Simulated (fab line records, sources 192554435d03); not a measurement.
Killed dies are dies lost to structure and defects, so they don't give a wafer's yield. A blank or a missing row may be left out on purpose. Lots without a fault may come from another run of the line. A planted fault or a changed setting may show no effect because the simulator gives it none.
Which tool did it? | flow n5_finfet | 24 lots, 72 wafers sampled, at 6 steps of a route of 1938

WHAT THE GAUGES READ, wafer by wafer
N5_BEOL_M8_OVL_MEAS_12.
lot  | measured     | on         | M8_OVL (nm)
L074 | day 9 21:04  | overlay-01 | 0.4 -0.9 0.6
L075 | day 10 01:24 | overlay-01 | 0.4 -1.6 -1.8
L077 | day 10 12:33 | overlay-01 | 0.1 0.1 0.1
L076 | day 10 12:53 | overlay-01 | 0.6 1.2 -0.8
L078 | day 10 22:57 | overlay-02 | 2.1 2.0 1.1
L079 | day 10 22:55 | overlay-01 | -0.7 0.0 -0.5
L080 | day 10 22:59 | overlay-01 | -0.1 -0.5 -1.5
L081 | day 11 18:49 | overlay-02 | -1.1 -1.2 0.8
L082 | day 11 20:04 | overlay-02 | 0.7 0.4 -0.2
L083 | day 12 02:03 | overlay-02 | -0.5 -0.1 -0.9
L084 | day 12 02:16 | overlay-02 | -0.3 0.7 -0.2
L085 | day 12 23:55 | overlay-02 | -0.7 -1.5 -1.8
L087 | day 13 00:23 | overlay-01 | 0.8 0.2 1.0
L088 | day 13 01:26 | overlay-02 | -0.4 1.2 0.4
L086 | day 13 05:00 | overlay-01 | -0.4 0.4 -0.7
L089 | day 13 10:26 | overlay-02 | -0.7 0.4 -0.1
L091 | day 13 13:38 | overlay-01 | -0.4 -1.1 -0.8
L090 | day 14 01:40 | overlay-02 | -0.2 0.1 -0.6
L092 | day 14 08:16 | overlay-02 | -1.8 -0.4 -1.9
L093 | day 14 08:56 | overlay-02 | 0.3 -0.6 -1.0
L094 | day 14 20:01 | overlay-02 | -0.5 -1.2 -0.2
L095 | day 15 04:40 | overlay-02 | -0.6 -0.1 -0.7
L097 | day 15 22:53 | overlay-01 | 0.0 0.9 -0.9
L096 | day 16 01:55 | overlay-01 | -2.0 0.3 0.2

N5_BEOL_M8_OVL_MEAS_29.
lot  | measured     | on         | V7_OVL (nm)
L074 | day 10 01:13 | overlay-01 | -1.1 -1.6 -0.6
L075 | day 10 04:45 | overlay-01 | -0.3 0.9 0.6
L077 | day 10 13:24 | overlay-01 | -0.4 -0.3 0.2
L076 | day 10 13:48 | overlay-02 | -0.4 -0.2 0.1
L078 | day 11 03:38 | overlay-01 | -1.9 -1.6 -0.8
L079 | day 11 03:44 | overlay-02 | 0.3 -0.9 -1.1
L080 | day 11 03:46 | overlay-01 | -0.1 0.1 -0.4
L081 | day 12 01:11 | overlay-02 | -0.1 -1.2 0.8
L082 | day 12 01:13 | overlay-01 | 0.4 0.8 0.6
L083 | day 12 07:56 | overlay-01 | -0.1 -0.1 0.4
L084 | day 12 07:45 | overlay-01 | -1.2 -0.5 -0.3
L085 | day 13 06:19 | overlay-02 | 0.0 -0.2 -0.6
L087 | day 13 06:21 | overlay-02 | -0.2 -0.1 -0.3
L088 | day 13 06:47 | overlay-02 | -0.1 -0.1 0.5
L086 | day 13 06:59 | overlay-01 | -0.8 -1.1 -0.9
L089 | day 13 12:51 | overlay-01 | -0.2 0.0 -0.4
L091 | day 13 19:02 | overlay-01 | 0.2 0.0 1.1
L090 | day 14 03:30 | overlay-02 | 0.3 0.7 0.1
L092 | day 14 12:37 | overlay-02 | 0.7 0.7 1.0
L093 | day 14 12:34 | overlay-01 | -0.2 1.0 0.2
L094 | day 14 23:08 | overlay-02 | -0.5 -0.2 -0.1
L095 | day 15 06:11 | overlay-02 | 0.5 0.6 -0.7
L097 | day 16 01:20 | overlay-02 | -1.2 0.0 -1.5
L096 | day 16 04:49 | overlay-01 | 1.1 0.5 1.4

WHICH TOOL RAN EACH LOT (tool, then ch and the chambers of the sampled wafers, then the start)
lot  | N5_BEOL_M7_ETCH_62                 | N5_BEOL_M7_SPUTTER_48        | N5_BEOL_M7_DEP_56               | N5_BEOL_M8_ETCH_61
L074 | rie_diel-06 ch 2,3, day 9 12:07    | pvd_sputter-03, day 9 17:49  | pecvd-04 ch 0,2, day 9 18:56    | rie_diel-05 ch 0,1, day 9 21:40
L075 | rie_diel-06 ch 0,2,3, day 9 17:14  | pvd_sputter-01, day 9 20:53  | pecvd-01 ch 0,1, day 9 21:47    | rie_diel-05 ch 0,1,2, day 10 01:46
L077 | rie_diel-04 ch 2,3, day 10 05:35   | pvd_sputter-02, day 10 09:26 | pecvd-04 ch 0,1, day 10 10:18   | rie_diel-03 ch 2,3, day 10 12:38
L076 | rie_diel-04 ch 0,1,3, day 10 07:18 | pvd_sputter-03, day 10 09:49 | pecvd-02 ch 0,1, day 10 10:58   | rie_diel-05 ch 0,1,2, day 10 12:59
L078 | rie_diel-02 ch 0,2,3, day 10 12:58 | pvd_sputter-01, day 10 17:35 | pecvd-01 ch 0,2, day 10 18:58   | rie_diel-03 ch 1,2, day 10 23:11
L079 | rie_diel-04 ch 0,2, day 10 13:02   | pvd_sputter-03, day 10 17:31 | pecvd-01 ch 0,1, day 10 18:28   | rie_diel-01 ch 1,3, day 10 23:01
L080 | rie_diel-04 ch 2,3, day 10 13:17   | pvd_sputter-03, day 10 18:08 | pecvd-02 ch 1,2, day 10 19:01   | rie_diel-03 ch 0,1, day 10 23:32
L081 | rie_diel-04 ch 1,2,3, day 11 11:49 | pvd_sputter-03, day 11 15:12 | pecvd-01 ch 0,2, day 11 16:15   | rie_diel-05 ch 1,3, day 11 18:55
L082 | rie_diel-06 ch 0,2, day 11 11:57   | pvd_sputter-03, day 11 17:19 | pecvd-04 ch 0,2, day 11 18:16   | rie_diel-05 ch 0,3, day 11 20:29
L083 | rie_diel-02 ch 0,2,3, day 11 15:26 | pvd_sputter-02, day 11 20:26 | pecvd-01 ch 0,1, day 11 21:42   | rie_diel-01 ch 1,2,3, day 12 02:08
L084 | rie_diel-06 ch 0,3, day 11 15:38   | pvd_sputter-02, day 11 20:40 | pecvd-04 ch 0,2, day 11 22:07   | rie_diel-01 ch 1,2,3, day 12 02:41
L085 | rie_diel-02 ch 1,3, day 12 15:07   | pvd_sputter-03, day 12 20:09 | pecvd-01 ch 0,2, day 12 21:20   | rie_diel-03 ch 0,2, day 13 00:00
L087 | rie_diel-02 ch 0,2, day 12 17:00   | pvd_sputter-03, day 12 20:19 | pecvd-02 ch 0,2, day 12 21:37   | rie_diel-05 ch 1,3, day 13 00:31
L088 | rie_diel-06 ch 2,3, day 12 19:42   | pvd_sputter-02, day 12 22:29 | pecvd-01 ch 1,2, day 12 23:22   | rie_diel-01 ch 0,1, day 13 01:32
L086 | rie_diel-06 ch 0,2, day 12 19:59   | pvd_sputter-03, day 12 23:40 | pecvd-04 ch 0,1,2, day 13 00:32 | rie_diel-01 ch 0,2, day 13 05:05
L089 | rie_diel-02 ch 1,2,3, day 13 01:29 | pvd_sputter-01, day 13 07:38 | pecvd-01 ch 0,1, day 13 08:43   | rie_diel-01 ch 0,1, day 13 10:49
L091 | rie_diel-06 ch 0,1,3, day 13 01:55 | pvd_sputter-01, day 13 08:22 | pecvd-02 ch 0,2, day 13 09:14   | rie_diel-05 ch 0,3, day 13 13:43
L090 | rie_diel-06 ch 1,2,3, day 13 14:42 | pvd_sputter-03, day 13 21:28 | pecvd-04 ch 0,2, day 13 22:20   | rie_diel-03 ch 1,2,3, day 14 01:45
L092 | rie_diel-04 ch 0,1,2, day 14 00:10 | pvd_sputter-03, day 14 04:28 | pecvd-04 ch 0,1,2, day 14 05:46 | rie_diel-03 ch 0,3, day 14 08:26
L093 | rie_diel-06 ch 0,1,3, day 14 02:08 | pvd_sputter-01, day 14 05:07 | pecvd-01 ch 1,2, day 14 06:47   | rie_diel-01 ch 1,3, day 14 09:02
L094 | rie_diel-06 ch 0,1, day 14 12:47   | pvd_sputter-03, day 14 15:29 | pecvd-01 ch 0,1,2, day 14 16:54 | rie_diel-05 ch 1,2,3, day 14 20:07
L095 | rie_diel-04 ch 1,2,3, day 14 19:40 | pvd_sputter-02, day 15 01:52 | pecvd-04 ch 0,2, day 15 03:08   | rie_diel-05 ch 1,2, day 15 05:14
L097 | rie_diel-04 ch 1,2, day 15 12:44   | pvd_sputter-02, day 15 19:33 | pecvd-04 ch 0,2, day 15 20:35   | rie_diel-05 ch 1,2, day 16 00:05
L096 | rie_diel-04 ch 0,1,2, day 15 18:57 | pvd_sputter-02, day 15 23:41 | pecvd-01 ch 0,1,2, day 16 00:34 | rie_diel-03 ch 1,2, day 16 03:49
- N5_BEOL_M7_ETCH_62: etches SOC in N2/H2, target depth 110 nm, overetch 22 nm, time 165 s.
- N5_BEOL_M7_SPUTTER_48: material Cu, target thk 10 nm, time 1.667 s.
- N5_BEOL_M7_DEP_56: deposits SiCN from 3MS/NH3, target thk 10 nm, time 17.5 s.
- N5_BEOL_M8_ETCH_61: etches SiARC in CF4, target depth 45.5 nm, time 75.8 s.

WHAT THE TOOLS THEMSELVES READ (means of the sampled wafers that have a number; where no wafer has one, the mark that the record gives instead)
N5_BEOL_M7_ETCH_62.
lot  | tool        | bias_w (W) | drypump_motor_current_A (A) | oes_product_au (a.u.) | rf_vpp_V (V) | showerhead_plenum_p_Torr (Torr) | throttle_valve_pct (%)
L074 | rie_diel-06 | 149.6      | 5.0                         | 0.74                  | 523.8        | 2.55                            | 17.8
L075 | rie_diel-06 | 149.7      | 5.2                         | 0.70                  | 522.6        | 2.51                            | 18.0
L077 | rie_diel-04 | 149.5      | 5.6                         | 0.59                  | 526.6        | 2.64                            | 18.1
L076 | rie_diel-04 | 149.5      | 5.8                         | 0.69                  | 525.5        | 2.56                            | 17.8
L078 | rie_diel-02 | 149.8      | 5.6                         | 0.61                  | 522.3        | 2.48                            | 18.0
L079 | rie_diel-04 | 150.1      | 5.9                         | 0.65                  | 525.1        | 2.59                            | 18.3
L080 | rie_diel-04 | 150.2      | 5.6                         | 0.59                  | 525.6        | 2.64                            | 18.1
L081 | rie_diel-04 | 149.7      | 6.0                         | 0.61                  | 525.8        | 2.61                            | 18.0
L082 | rie_diel-06 | 150.3      | 5.2                         | 0.71                  | 523.1        | 2.51                            | 17.9
L083 | rie_diel-02 | 150.3      | 5.6                         | 0.61                  | 522.8        | 2.48                            | 18.0
L084 | rie_diel-06 | 150.0      | 5.3                         | 0.63                  | 521.6        | 2.44                            | 18.2
L085 | rie_diel-02 | 150.2      | 5.6                         | 0.66                  | 521.2        | 2.44                            | 17.7
L087 | rie_diel-02 | 149.3      | 5.9                         | 0.68                  | 523.3        | 2.50                            | 17.9
L088 | rie_diel-06 | 149.5      | 5.1                         | 0.65                  | 522.4        | 2.48                            | 18.1
L086 | rie_diel-06 | 149.5      | 5.0                         | 0.72                  | 523.6        | 2.56                            | 17.8
L089 | rie_diel-02 | 150.3      | 5.6                         | 0.70                  | 522.1        | 2.46                            | 17.7
L091 | rie_diel-06 | 150.8      | 5.3                         | 0.68                  | 522.3        | 2.53                            | 18.0
L090 | rie_diel-06 | 149.8      | 5.1                         | 0.70                  | 524.3        | 2.58                            | 17.9
L092 | rie_diel-04 | 150.4      | 6.1                         | 0.73                  | 524.4        | 2.55                            | 17.9
L093 | rie_diel-06 | 150.3      | 5.3                         | 0.68                  | 523.5        | 2.53                            | 18.0
L094 | rie_diel-06 | 149.7      | 5.2                         | 0.72                  | 526.4        | 2.63                            | 17.8
L095 | rie_diel-04 | 150.1      | 6.0                         | 0.67                  | 524.9        | 2.60                            | 17.9
L097 | rie_diel-04 | 150.3      | 6.4                         | 0.68                  | 524.2        | 2.56                            | 17.7
L096 | rie_diel-04 | 149.8      | 6.1                         | 0.71                  | 524.7        | 2.54                            | 17.9

N5_BEOL_M7_SPUTTER_48.
lot  | tool           | chamber_pressure_pa (Pa) | throttle_valve_pct (%)
L074 | pvd_sputter-03 | 0.13020                  | 30.0
L075 | pvd_sputter-01 | 0.13032                  | 30.7
L077 | pvd_sputter-02 | 0.13011                  | 30.5
L076 | pvd_sputter-03 | 0.13001                  | 30.3
L078 | pvd_sputter-01 | 0.12991                  | 30.2
L079 | pvd_sputter-03 | 0.13003                  | 30.0
L080 | pvd_sputter-03 | 0.13021                  | 30.5
L081 | pvd_sputter-03 | 0.13020                  | 30.5
L082 | pvd_sputter-03 | 0.12987                  | 31.6
L083 | pvd_sputter-02 | 0.13017                  | 30.4
L084 | pvd_sputter-02 | 0.13002                  | 30.2
L085 | pvd_sputter-03 | 0.12991                  | 30.7
L087 | pvd_sputter-03 | 0.12972                  | 29.2
L088 | pvd_sputter-02 | 0.12986                  | 30.5
L086 | pvd_sputter-03 | 0.13001                  | 29.4
L089 | pvd_sputter-01 | 0.13010                  | 30.8
L091 | pvd_sputter-01 | 0.12995                  | 30.7
L090 | pvd_sputter-03 | 0.13025                  | 29.6
L092 | pvd_sputter-03 | 0.12991                  | 31.1
L093 | pvd_sputter-01 | 0.12984                  | 30.9
L094 | pvd_sputter-03 | 0.13028                  | 30.3
L095 | pvd_sputter-02 | 0.13029                  | 30.4
L097 | pvd_sputter-02 | 0.12977                  | 30.3
L096 | pvd_sputter-02 | 0.13007                  | 30.6

N5_BEOL_M7_DEP_56.
lot  | tool     | showerhead_plenum_p_Torr (Torr) | throttle_valve_pct (%)
L074 | pecvd-04 | 3.661                           | 8.5
L075 | pecvd-01 | 3.662                           | 9.3
L077 | pecvd-04 | 3.650                           | 8.5
L076 | pecvd-02 | 3.676                           | 9.7
L078 | pecvd-01 | 3.662                           | 8.1
L079 | pecvd-01 | 3.659                           | 9.0
L080 | pecvd-02 | 3.680                           | 9.2
L081 | pecvd-01 | 3.661                           | 8.0
L082 | pecvd-04 | 3.659                           | 8.4
L083 | pecvd-01 | 3.660                           | 9.2
L084 | pecvd-04 | 3.650                           | 8.7
L085 | pecvd-01 | 3.662                           | 8.4
L087 | pecvd-02 | 3.675                           | 9.3
L088 | pecvd-01 | 3.659                           | 9.2
L086 | pecvd-04 | 3.659                           | 8.5
L089 | pecvd-01 | 3.660                           | 8.9
L091 | pecvd-02 | 3.674                           | 9.2
L090 | pecvd-04 | 3.654                           | 8.5
L092 | pecvd-04 | 3.668                           | 8.4
L093 | pecvd-01 | 3.654                           | 8.7
L094 | pecvd-01 | 3.655                           | 8.8
L095 | pecvd-04 | 3.656                           | 8.7
L097 | pecvd-04 | 3.652                           | 8.6
L096 | pecvd-01 | 3.653                           | 8.8

N5_BEOL_M8_ETCH_61.
lot  | tool        | bias_w (W) | drypump_motor_current_A (A) | etch_rf_on_time_s (s) | oes_product_au (a.u.) | rf_vpp_V (V) | showerhead_plenum_p_Torr (Torr) | throttle_valve_pct (%)
L074 | rie_diel-05 | 36.26      | 5.81                        | 74.6                  | 0.67                  | 184.2        | 2.13                            | 15.52
L075 | rie_diel-05 | 36.16      | 5.83                        | 73.1                  | 0.72                  | 185.1        | 2.14                            | 15.61
L077 | rie_diel-03 | 35.97      | 5.68                        | 73.3                  | 0.66                  | 183.2        | 2.10                            | 15.62
L076 | rie_diel-05 | 35.99      | 5.84                        | 72.9                  | 0.72                  | 183.4        | 2.14                            | 15.63
L078 | rie_diel-03 | 35.90      | 5.50                        | 74.6                  | 0.61                  | 183.5        | 2.04                            | 15.86
L079 | rie_diel-01 | 35.98      | 5.38                        | 76.5                  | 0.74                  | 184.9        | 2.25                            | 15.37
L080 | rie_diel-03 | 36.06      | 5.43                        | 73.4                  | 0.60                  | 183.6        | 2.08                            | 15.99
L081 | rie_diel-05 | 35.85      | 5.66                        | 73.3                  | 0.74                  | 184.4        | 2.16                            | 15.57
L082 | rie_diel-05 | 35.98      | 5.63                        | 72.6                  | 0.68                  | 184.1        | 2.10                            | 15.67
L083 | rie_diel-01 | 36.06      | 5.74                        | 75.7                  | 0.72                  | 185.8        | 2.22                            | 15.46
L084 | rie_diel-01 | 35.98      | 5.75                        | 75.0                  | 0.73                  | 185.4        | 2.22                            | 15.45
L085 | rie_diel-03 | 36.04      | 5.65                        | 75.9                  | 0.60                  | 183.5        | 2.10                            | 15.84
L087 | rie_diel-05 | 36.02      | 5.47                        | 71.8                  | 0.75                  | 184.2        | 2.12                            | 15.70
L088 | rie_diel-01 | 36.01      | 6.02                        | 76.5                  | 0.64                  | 184.5        | 2.19                            | 15.61
L086 | rie_diel-01 | 35.88      | 6.20                        | 73.9                  | 0.69                  | 183.6        | 2.16                            | 15.80
L089 | rie_diel-01 | 35.99      | 6.01                        | 77.4                  | 0.64                  | 184.9        | 2.19                            | 15.63
L091 | rie_diel-05 | 35.98      | 5.44                        | 72.1                  | 0.70                  | 184.3        | 2.08                            | 15.75
L090 | rie_diel-03 | 36.02      | 5.57                        | 73.5                  | 0.70                  | 183.7        | 2.16                            | 15.62
L092 | rie_diel-03 | 35.96      | 5.56                        | 72.8                  | 0.61                  | 185.9        | 2.18                            | 15.93
L093 | rie_diel-01 | 36.00      | 5.68                        | 78.7                  | 0.66                  | 185.4        | 2.22                            | 15.44
L094 | rie_diel-05 | 35.97      | 5.65                        | 72.8                  | 0.73                  | 183.3        | 2.12                            | 15.77
L095 | rie_diel-05 | 35.88      | 5.83                        | 73.8                  | 0.71                  | 184.0        | 2.16                            | 15.65
L097 | rie_diel-05 | 36.15      | 5.84                        | 74.4                  | 0.70                  | 184.6        | 2.16                            | 15.67
L096 | rie_diel-03 | 35.88      | 5.49                        | 73.7                  | 0.72                  | 183.6        | 2.19                            | 15.66

THE ANSWER, worked out from the rows above alone
Rule: what is usual is taken from the lots themselves. Put in order of their means at a reading, lots are off if they are a third of the lots or fewer, leave a main group of 4 or more, and stand apart from it by a gap of 3 or more times the standard deviation of the main group's means; of several such gaps the widest counts. A main group whose means are all the same, to the digits that the tables above print for the reading, isn't used. A lot without any number at a reading at which 4 lots or more have one is off too. The other lots that the step has rows for count as sound. The gauges are gone through in route order, then the tools' own readings, and for those a lot's mean is taken as printed above. The first step at which some lot is off is used, and at that step the reading that is off furthest; a lot without a number counts as furthest.
No lot is off at any reading shown: from this, nothing can be told.

WHAT THE SIMULATOR HAD PUT IN
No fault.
